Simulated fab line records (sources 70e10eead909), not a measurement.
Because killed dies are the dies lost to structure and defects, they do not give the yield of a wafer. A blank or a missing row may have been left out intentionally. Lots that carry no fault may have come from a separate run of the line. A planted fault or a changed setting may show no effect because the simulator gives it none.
Matching of chambers || flow nand_harc || rie_diel-13 running NHARC_A_BLC_STRIP_21: 4 sister chambers
The step strips in O2. 7 wafers are shown with their chamber, then 10 later ones without.

## EACH WAFER AND ITS CHAMBER
{"wafer": "L085.2", "chamber": 3, "drypump_motor_current_A (A)": 5.61, "oes_product_au (a.u.)": 0.999}
{"wafer": "L084.4", "chamber": 2, "drypump_motor_current_A (A)": 6.08, "oes_product_au (a.u.)": 0.989}
{"wafer": "L084.5", "chamber": 0, "drypump_motor_current_A (A)": 5.81, "oes_product_au (a.u.)": 1.015}
{"wafer": "L088.2", "chamber": 0, "drypump_motor_current_A (A)": 5.82, "oes_product_au (a.u.)": 1.006}
{"wafer": "L088.3", "chamber": 2, "drypump_motor_current_A (A)": 6.07, "oes_product_au (a.u.)": 0.979}
{"wafer": "L090.1", "chamber": 1, "drypump_motor_current_A (A)": 6.01, "oes_product_au (a.u.)": 0.995}
{"wafer": "L090.5", "chamber": 1, "drypump_motor_current_A (A)": 5.99, "oes_product_au (a.u.)": 1.000}

## WAFERS WITHOUT THEIR CHAMBER
{"wafer": "L090.6", "drypump_motor_current_A (A)": 5.84, "oes_product_au (a.u.)": 1.001}
{"wafer": "L091.1", "drypump_motor_current_A (A)": 5.62, "oes_product_au (a.u.)": 1.003}
{"wafer": "L091.3", "drypump_motor_current_A (A)": 6.09, "oes_product_au (a.u.)": 0.994}
{"wafer": "L091.4", "drypump_motor_current_A (A)": 5.84, "oes_product_au (a.u.)": 1.009}
{"wafer": "L097.3", "drypump_motor_current_A (A)": 5.59, "oes_product_au (a.u.)": 1.014}
{"wafer": "L097.5", "drypump_motor_current_A (A)": 6.05, "oes_product_au (a.u.)": 1.001}
{"wafer": "L097.6", "drypump_motor_current_A (A)": 5.96, "oes_product_au (a.u.)": 0.999}
{"wafer": "L096.1", "drypump_motor_current_A (A)": 5.61, "oes_product_au (a.u.)": 1.006}
{"wafer": "L096.3", "drypump_motor_current_A (A)": 5.84, "oes_product_au (a.u.)": 1.010}
{"wafer": "L096.4", "drypump_motor_current_A (A)": 6.07, "oes_product_au (a.u.)": 0.996}

## CHAMBER TAKEN BY EACH
{"wafer": "L090.6", "from the rows above": 0, "in truth": 0}
{"wafer": "L091.1", "from the rows above": 3, "in truth": 3}
{"wafer": "L091.3", "from the rows above": 2, "in truth": 2}
{"wafer": "L091.4", "from the rows above": 0, "in truth": 0}
{"wafer": "L097.3", "from the rows above": 3, "in truth": 3}
{"wafer": "L097.5", "from the rows above": "can't be placed: 2 or 1", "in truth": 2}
{"wafer": "L097.6", "from the rows above": 1, "in truth": 1}
{"wafer": "L096.1", "from the rows above": 3, "in truth": 3}
{"wafer": "L096.3", "from the rows above": 0, "in truth": 0}
{"wafer": "L096.4", "from the rows above": 2, "in truth": 2}
9 of 10 placed correctly. Not placeable from these rows: 1 (in 1, the candidates include the true chamber). Wrongly placed: 0.
How it was worked out, from the rows above alone: a wafer's distance from a chamber is the root of the sum, over the readings, of the square of ((its reading less the chamber's mean) divided by the reading's scatter). If the next closest chamber is less than 2 further off than the closest, the wafer can't be placed; otherwise it belongs to the closest. A chamber's mean is the mean of its shown wafers. The scatter: the root of (the sum of the squares of (reading less its chamber's mean) over the shown wafers, divided by (wafers less chambers)).
